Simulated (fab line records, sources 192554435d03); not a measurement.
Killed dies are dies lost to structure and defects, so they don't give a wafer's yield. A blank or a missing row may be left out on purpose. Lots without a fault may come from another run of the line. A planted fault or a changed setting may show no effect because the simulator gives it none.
Which tool did it? | flow n5_finfet | 24 lots, 72 wafers sampled, at 6 steps of a route of 1938

WHAT THE GAUGES READ, wafer by wafer
N5_BEOL_M11_CD_MEAS_28: target cd 70 nm.
lot  | measured     | on        | cd_nm (nm)
L074 | day 11 07:48 | cd_sem-02 | 68.0 68.1 68.0
L076 | day 11 10:08 | cd_sem-02 | 69.8 69.2 69.7
L075 | day 11 16:53 | cd_sem-03 | 69.1 68.4 69.5
L079 | day 11 21:14 | cd_sem-02 | 69.8 70.8 71.3
L078 | day 12 03:43 | cd_sem-03 | 68.3 68.9 69.7
L081 | day 12 18:13 | cd_sem-03 | 70.9 70.4 70.3
L082 | day 12 18:15 | cd_sem-03 | 69.2 69.5 69.1
L080 | day 13 01:28 | cd_sem-02 | 70.3 70.5 69.8
L077 | day 13 01:38 | cd_sem-01 | 68.1 69.8 68.4
L083 | day 13 13:02 | cd_sem-01 | 68.1 69.5 69.4
L084 | day 13 13:13 | cd_sem-02 | 71.6 70.7 71.0
L085 | day 14 02:06 | cd_sem-01 | 70.0 69.4 69.3
L086 | day 14 04:35 | cd_sem-03 | 69.2 70.1 68.9
L088 | day 14 04:46 | cd_sem-01 | 69.2 69.5 70.2
L087 | day 14 12:30 | cd_sem-01 | 68.8 67.8 68.9
L090 | day 15 04:26 | cd_sem-03 | 70.3 71.1 68.4
L089 | day 15 07:17 | cd_sem-03 | 68.9 68.4 69.5
L091 | day 15 12:23 | cd_sem-02 | 71.5 69.3 70.3
L092 | day 15 12:46 | cd_sem-01 | 70.4 70.4 70.2
L094 | day 15 21:20 | cd_sem-01 | 69.0 69.1 68.3
L095 | day 16 02:52 | cd_sem-03 | 67.7 69.4 68.0
L096 | day 16 02:54 | cd_sem-01 | 67.7 67.9 68.2
L093 | day 16 02:57 | cd_sem-02 | 69.4 68.9 68.7
L097 | day 16 05:58 | cd_sem-02 | 69.9 70.4 68.7

N5_BEOL_M11_OVL_MEAS_29.
lot  | measured     | on         | V10_OVL (nm)
L074 | day 11 07:50 | overlay-01 | -0.7 0.2 0.3
L076 | day 11 10:10 | overlay-01 | -1.0 -1.3 -1.2
L075 | day 11 16:55 | overlay-01 | -0.6 0.3 -1.5
L079 | day 11 21:16 | overlay-02 | 0.0 0.0 0.9
L078 | day 12 03:45 | overlay-01 | 0.3 -1.0 0.1
L081 | day 12 18:14 | overlay-02 | -0.7 -0.3 -0.7
L082 | day 12 18:17 | overlay-01 | -0.6 -0.9 -1.9
L080 | day 13 01:30 | overlay-02 | 1.0 1.0 0.8
L077 | day 13 01:40 | overlay-01 | 0.9 -0.1 0.5
L083 | day 13 13:05 | overlay-01 | -0.7 0.6 0.0
L084 | day 13 13:14 | overlay-01 | -0.2 -0.1 0.0
L085 | day 14 02:08 | overlay-01 | -1.0 -0.1 -0.8
L086 | day 14 04:37 | overlay-02 | 1.1 1.6 1.3
L088 | day 14 04:47 | overlay-02 | -0.1 0.5 0.5
L087 | day 14 12:32 | overlay-01 | 0.1 0.0 0.3
L090 | day 15 04:28 | overlay-02 | -0.2 0.2 0.4
L089 | day 15 07:19 | overlay-02 | -0.2 -0.1 -0.2
L091 | day 15 12:25 | overlay-02 | -0.8 -0.8 0.1
L092 | day 15 12:48 | overlay-01 | -0.6 0.2 -0.3
L094 | day 15 21:22 | overlay-02 | 0.2 0.1 0.8
L095 | day 16 02:53 | overlay-01 | 1.1 0.5 0.7
L096 | day 16 02:56 | overlay-01 | 1.3 -1.4 1.2
L093 | day 16 02:59 | overlay-01 | 0.6 0.0 -0.1
L097 | day 16 06:00 | overlay-01 | -0.3 -0.7 0.2

N5_BEOL_M11_THK_MEAS_53: measures by xrf.
lot  | measured     | on            | M11_THK (nm)
L074 | day 11 11:02 | film_metro-01 | 136 141 143
L076 | day 11 14:50 | film_metro-01 | 140 141 144
L075 | day 11 19:44 | film_metro-02 | 140 139 141
L079 | day 12 00:07 | film_metro-01 | 142 140 145
L078 | day 12 08:37 | film_metro-02 | 143 142 144
L081 | day 12 21:28 | film_metro-02 | 146 141 142
L082 | day 12 21:43 | film_metro-01 | 142 144 144
L080 | day 13 04:34 | film_metro-01 | 139 142 137
L077 | day 13 06:31 | film_metro-01 | 138 143 137
L083 | day 13 16:01 | film_metro-01 | 140 143 139
L084 | day 13 17:19 | film_metro-01 | 140 132 139
L085 | day 14 05:14 | film_metro-02 | 143 142 143
L086 | day 14 08:02 | film_metro-01 | 134 140 143
L088 | day 14 08:07 | film_metro-01 | 145 140 138
L087 | day 14 17:33 | film_metro-01 | 139 139 140
L090 | day 15 09:04 | film_metro-01 | 140 141 141
L089 | day 15 10:38 | film_metro-02 | 145 138 141
L091 | day 15 16:14 | film_metro-02 | 141 133 135
L092 | day 15 16:40 | film_metro-02 | 135 138 140
L094 | day 16 00:59 | film_metro-02 | 138 146 146
L095 | day 16 05:44 | film_metro-02 | 144 140 143
L096 | day 16 06:00 | film_metro-02 | 142 146 144
L093 | day 16 06:39 | film_metro-02 | 140 142 140
L097 | day 16 08:51 | film_metro-02 | 141 146 140

N5_BEOL_M11_INSPECT_58: inspects for defects (darkfield).
lot  | measured     | on                | raw_defect_count
L074 | day 11 11:13 | defect_inspect-01 | 54 78 102
L076 | day 11 14:59 | defect_inspect-01 | 86 75 67
L075 | day 11 19:53 | defect_inspect-01 | 66 58 138
L079 | day 12 00:16 | defect_inspect-02 | 80 62 62
L078 | day 12 08:46 | defect_inspect-02 | 69 74 85
L081 | day 12 21:37 | defect_inspect-02 | 43 52 53
L082 | day 12 21:52 | defect_inspect-02 | 57 78 104
L080 | day 13 04:43 | defect_inspect-02 | 54 82 57
L077 | day 13 06:40 | defect_inspect-02 | 96 70 68
L083 | day 13 16:10 | defect_inspect-02 | 80 85 101
L084 | day 13 17:29 | defect_inspect-02 | 76 67 40
L085 | day 14 05:23 | defect_inspect-02 | 70 87 82
L086 | day 14 08:11 | defect_inspect-02 | 92 47 83
L088 | day 14 08:16 | defect_inspect-02 | 110 70 97
L087 | day 14 17:42 | defect_inspect-02 | 51 48 48
L090 | day 15 09:13 | defect_inspect-02 | 121 105 112
L089 | day 15 10:47 | defect_inspect-02 | 48 46 72
L091 | day 15 16:23 | defect_inspect-02 | 62 84 41
L092 | day 15 16:49 | defect_inspect-02 | 104 117 90
L094 | day 16 01:08 | defect_inspect-02 | 59 89 36
L095 | day 16 05:53 | defect_inspect-01 | 88 76 84
L096 | day 16 06:09 | defect_inspect-01 | 53 61 57
L093 | day 16 06:48 | defect_inspect-01 | 56 50 82
L097 | day 16 09:01 | defect_inspect-01 | 43 39 62

WHICH TOOL RAN EACH LOT (tool, then ch and the chambers of the sampled wafers, then the start)
lot  | N5_BEOL_M11_PRE_CLEAN_45     | N5_BEOL_M11_ALD_74
L074 | pvd_sputter-03, day 11 09:15 | ald_metal-01 ch 2,3, day 11 09:19
L076 | pvd_sputter-02, day 11 13:21 | ald_metal-01 ch 0,3, day 11 13:25
L075 | pvd_sputter-03, day 11 18:14 | ald_metal-01 ch 0,1,2, day 11 18:18
L079 | pvd_sputter-01, day 11 22:25 | ald_metal-01 ch 1,2,3, day 11 22:29
L078 | pvd_sputter-01, day 12 05:12 | ald_metal-02 ch 1,3, day 12 05:17
L081 | pvd_sputter-02, day 12 19:43 | ald_metal-02 ch 0,1, day 12 19:51
L082 | pvd_sputter-02, day 12 19:57 | ald_metal-04 ch 0,1,3, day 12 20:01
L080 | pvd_sputter-01, day 13 02:46 | ald_metal-01 ch 0,1,3, day 13 02:49
L077 | pvd_sputter-01, day 13 02:58 | ald_metal-02 ch 0,1, day 13 03:04
L083 | pvd_sputter-02, day 13 14:36 | ald_metal-01 ch 1,2,3, day 13 14:40
L084 | pvd_sputter-02, day 13 15:13 | ald_metal-04 ch 0,1,3, day 13 15:25
L085 | pvd_sputter-01, day 14 03:34 | ald_metal-04 ch 0,1,3, day 14 03:38
L086 | pvd_sputter-03, day 14 06:11 | ald_metal-01 ch 0,1,3, day 14 06:18
L088 | pvd_sputter-03, day 14 06:18 | ald_metal-02 ch 0,2,3, day 14 06:23
L087 | pvd_sputter-03, day 14 15:12 | ald_metal-04 ch 0,1,3, day 14 15:18
L090 | pvd_sputter-01, day 15 07:35 | ald_metal-01 ch 1,2,3, day 15 07:38
L089 | pvd_sputter-01, day 15 08:29 | ald_metal-04 ch 1,2, day 15 08:43
L091 | pvd_sputter-01, day 15 14:46 | ald_metal-01 ch 0,2, day 15 14:50
L092 | pvd_sputter-01, day 15 15:15 | ald_metal-01 ch 0,3, day 15 15:19
L094 | pvd_sputter-01, day 15 23:01 | ald_metal-01 ch 1,2,3, day 15 23:08
L095 | pvd_sputter-02, day 16 04:20 | ald_metal-04 ch 1,2,3, day 16 04:25
L096 | pvd_sputter-02, day 16 04:29 | ald_metal-01 ch 0,2,3, day 16 04:33
L093 | pvd_sputter-01, day 16 04:35 | ald_metal-01 ch 1,2,3, day 16 04:53
L097 | pvd_sputter-02, day 16 07:26 | ald_metal-01 ch 0,1,2, day 16 07:29
- N5_BEOL_M11_PRE_CLEAN_45: time 30 s.
- N5_BEOL_M11_ALD_74: deposits TaN, target thk 2 nm, pulse time 2 s, purge time 3 s.

WHAT THE TOOLS THEMSELVES READ (means of the sampled wafers that have a number; where no wafer has one, the mark that the record gives instead)
N5_BEOL_M11_PRE_CLEAN_45.
lot  | tool           | heater_power_w (W)
L074 | pvd_sputter-03 | 301
L076 | pvd_sputter-02 | 328
L075 | pvd_sputter-03 | 308
L079 | pvd_sputter-01 | 360
L078 | pvd_sputter-01 | 304
L081 | pvd_sputter-02 | 295
L082 | pvd_sputter-02 | 329
L080 | pvd_sputter-01 | 334
L077 | pvd_sputter-01 | 320
L083 | pvd_sputter-02 | 322
L084 | pvd_sputter-02 | 323
L085 | pvd_sputter-01 | 334
L086 | pvd_sputter-03 | 300
L088 | pvd_sputter-03 | 305
L087 | pvd_sputter-03 | 302
L090 | pvd_sputter-01 | 335
L089 | pvd_sputter-01 | 354
L091 | pvd_sputter-01 | 354
L092 | pvd_sputter-01 | 318
L094 | pvd_sputter-01 | 299
L095 | pvd_sputter-02 | 322
L096 | pvd_sputter-02 | 334
L093 | pvd_sputter-01 | 390
L097 | pvd_sputter-02 | 330

N5_BEOL_M11_ALD_74.
lot  | tool         | chamber_pressure_Torr (Torr) | heater_power_w (W)
L074 | ald_metal-01 | 3.000                        | 431
L076 | ald_metal-01 | 3.000                        | 441
L075 | ald_metal-01 | 2.998                        | 406
L079 | ald_metal-01 | 3.005                        | 410
L078 | ald_metal-02 | 3.003                        | 392
L081 | ald_metal-02 | 3.001                        | 414
L082 | ald_metal-04 | 2.998                        | 409
L080 | ald_metal-01 | 3.001                        | 414
L077 | ald_metal-02 | 2.993                        | 389
L083 | ald_metal-01 | 2.994                        | 412
L084 | ald_metal-04 | 3.001                        | 408
L085 | ald_metal-04 | 3.004                        | 411
L086 | ald_metal-01 | 3.005                        | 414
L088 | ald_metal-02 | 3.000                        | 413
L087 | ald_metal-04 | 3.010                        | 407
L090 | ald_metal-01 | 3.004                        | 415
L089 | ald_metal-04 | 2.998                        | 460
L091 | ald_metal-01 | 3.005                        | 428
L092 | ald_metal-01 | 3.000                        | 435
L094 | ald_metal-01 | 3.000                        | 406
L095 | ald_metal-04 | 3.000                        | 434
L096 | ald_metal-01 | 3.004                        | 427
L093 | ald_metal-01 | 3.001                        | 416
L097 | ald_metal-01 | 3.006                        | 404

THE ANSWER, worked out from the rows above alone
Rule: what is usual is taken from the lots themselves. Put in order of their means at a reading, lots are off if they are a third of the lots or fewer, leave a main group of 4 or more, and stand apart from it by a gap of 3 or more times the standard deviation of the main group's means; of several such gaps the widest counts. A main group whose means are all the same, to the digits that the tables above print for the reading, isn't used. A lot without any number at a reading at which 4 lots or more have one is off too. The other lots that the step has rows for count as sound. The gauges are gone through in route order, then the tools' own readings, and for those a lot's mean is taken as printed above. The first step at which some lot is off is used, and at that step the reading that is off furthest; a lot without a number counts as furthest.
No lot is off at any reading shown: from this, nothing can be told.

WHAT THE SIMULATOR HAD PUT IN
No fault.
